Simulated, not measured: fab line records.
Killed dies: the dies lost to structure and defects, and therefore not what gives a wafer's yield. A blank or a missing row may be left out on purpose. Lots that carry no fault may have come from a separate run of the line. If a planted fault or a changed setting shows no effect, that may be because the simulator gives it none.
Struck lot and sound lot, side by side	flow n5 finfet	17 steps out of a route of 1938
Sound: the wafers L417.1, L417.5, L417.6. Wafers struck: L425.3, L425.4, L425.5. The cause is named last.
At each step with rows: each side's tool, then ch and its chambers, then its first start. Under that, the readings that differ: sound wafers	struck wafers	difference of the means	sigmas: that difference in standard deviations of wafers without a fault.
alike: readings with means less than 2 such deviations apart, plus words and numbers identical on both sides. not compared: withheld readings, readings lacking a value on some wafer, bounds such as >300 that could conceal the same value, and numbers that have no deviation in the record and whose values overlap.
The two part at a step that has a row with sigmas, a row that says differs or no value, or rows on one side only. Non-overlapping numbers with no deviation appear without sigmas and do not part them. A reading missing from all wafers of one side parts the sides only when that side holds two or more wafers.

first, 8 steps without rows for these wafers: N5_DUMMY_GATE_COAT_35 (time 60 s, resist thk 10 nm); N5_DUMMY_GATE_COAT_28 (time 60 s, resist thk 10 nm); N5_DUMMY_GATE_COAT_09 (resist thk 30 nm); N5_DUMMY_GATE_EBR_11; N5_DUMMY_GATE_SOFTBAKE_10 (time 60 s); N5_DUMMY_GATE_EXPOSE_12 (exposes mask GATE, target cd 25 nm); N5_DUMMY_GATE_PEB_13 (peb time 60 s); N5_DUMMY_GATE_DEVELOP_14 (develop time 30 s).
N5_DUMMY_GATE_CD_MEAS_15 targets a cd of 25.8 nm.
  sound on cd sem-03 ch 0, day 3 23:47; struck on cd sem-03 ch 0, day 6 01:50
  alike: cd nm
N5_DUMMY_GATE_OVL_MEAS_16:
  sound on overlay-01 ch 0, day 3 23:49; struck on overlay-02 ch 0, day 6 01:53
  alike: GATE_OVL
N5_DUMMY_GATE_INSPECT_17: inspects for defects (brightfield).
  sound: defect inspect-02 at day 3 23:52; struck: defect inspect-02 at day 6 01:56
  alike: raw defect count
N5_DUMMY_GATE_DESCUM_20: chemistry O2, time 6.2 s.
  sound on rie diel-02 ch 0,1, day 4 00:26; struck on rie diel-06 ch 1,2,3, day 6 01:58
reading	sound	struck	difference	sigmas
drypump motor current A (A)	6.6 6.3 6.6	5.5 5.4 5.4	-1.1	-2
  alike: oes product au, rf vpp V, showerhead plenum p Torr, throttle valve pct
  not compared: rf hours counter h
N5_DUMMY_GATE_ETCH_29: etches underlayer in N2/H2, target depth 13 nm.
  sound on rie diel-02 ch 0,1, day 4 00:31; struck on rie diel-06 ch 1,2,3, day 6 02:01
reading	sound	struck	difference	sigmas
drypump motor current A (A)	6.7 6.3 6.6	5.5 5.3 5.4	-1.1	-3
rf fwd power W (W)	825.3 833.2 834.8	1036.1 1029.7 1028.3	+200.3	+72
rf vpp V (V)	524.7 526.6 525.7	485.9 487.1 491.6	-37.5	-18
model.etch.depth nm (nm)	13.01 12.49 12.88	15.84 13.98 15.12	+2.19	
model.CAR-EUV_of_DUMMY_GATE_COAT_09.thk nm (nm)	19.2 19.2 19.2	17.2 18.2 17.6	-1.5	
  alike: oes product au, showerhead plenum p Torr, throttle valve pct
  not compared: rf hours counter h
N5_DUMMY_GATE_ETCH_36: etches SiARC in CF4, target depth 13 nm.
  sound on rie diel-02 ch 0,1, day 4 00:33; struck on rie diel-06 ch 1,2,3, day 6 02:04
reading	sound	struck	difference	sigmas
drypump motor current A (A)	6.7 6.3 6.6	5.5 5.3 5.4	-1.1	-3
model.CAR-EUV_of_DUMMY_GATE_COAT_09.thk nm (nm)	11.8 11.8 11.8	9.4 11.2 10.4	-1.5	
  alike: oes product au, rf fwd power W, rf vpp V, showerhead plenum p Torr, throttle valve pct
  not compared: rf hours counter h
N5_DUMMY_GATE_ETCH_37: etches SOC in N2/H2, target depth 60 nm, overetch 30 nm.
  sound on rie diel-02 ch 0,1, day 4 00:35; struck on rie diel-06 ch 1,2,3, day 6 02:06
reading	sound	struck	difference	sigmas
drypump motor current A (A)	6.6 6.3 6.6	5.5 5.4 5.4	-1.1	-2
  alike: oes product au, rf fwd power W, rf vpp V, showerhead plenum p Torr, throttle valve pct
  not compared: rf hours counter h
-- the record jumps here: 5 days lie between the struck wafers' starts before and after (it left off in module DUMMY_GATE and takes up again in module BEOL_M4, whose first step shown is number 1111 of the route) --
N5_BEOL_M4_RC_MEAS_101:
  sound on prober-01 ch 0, day 9 03:53; struck on prober-01 ch 0, day 11 06:20
reading	sound	struck	difference	sigmas
ION_N (uA/um)	658 672 646	695 669 713	+34	+2
  alike: DIBL_N, DIBL_P, IOFF_N, IOFF_P, ION_P, SS_N, SS_P, VT_N, VT_P
-- here the record skips 5 days between the struck wafers' starts before and after, leaving off in module BEOL_M4 and picking up in module PASSIVATION (first step shown: number 1936 of the route) --
N5_PASSIVATION_PROBE_49:
  sound: prober-02 at day 13 15:30; struck: prober-02 at day 15 21:18
reading	sound	struck	difference	sigmas
killed_at_M4_up	7 4 10	18 20 21	+13	+2
  alike: defect limited yield, killed_at_M0_to_M3, killed at contacts, killed at front end, killed at other, killed dies, killed open, killed short, sort_bin_5_function, sort_bin_6_memory, sort n pass, sort yield pct

## WHERE THEY PART
At N5_DUMMY_GATE_DESCUM_20 first; at N5_PASSIVATION_PROBE_49 last (within this record only).

WHY: whatever the simulator had introduced
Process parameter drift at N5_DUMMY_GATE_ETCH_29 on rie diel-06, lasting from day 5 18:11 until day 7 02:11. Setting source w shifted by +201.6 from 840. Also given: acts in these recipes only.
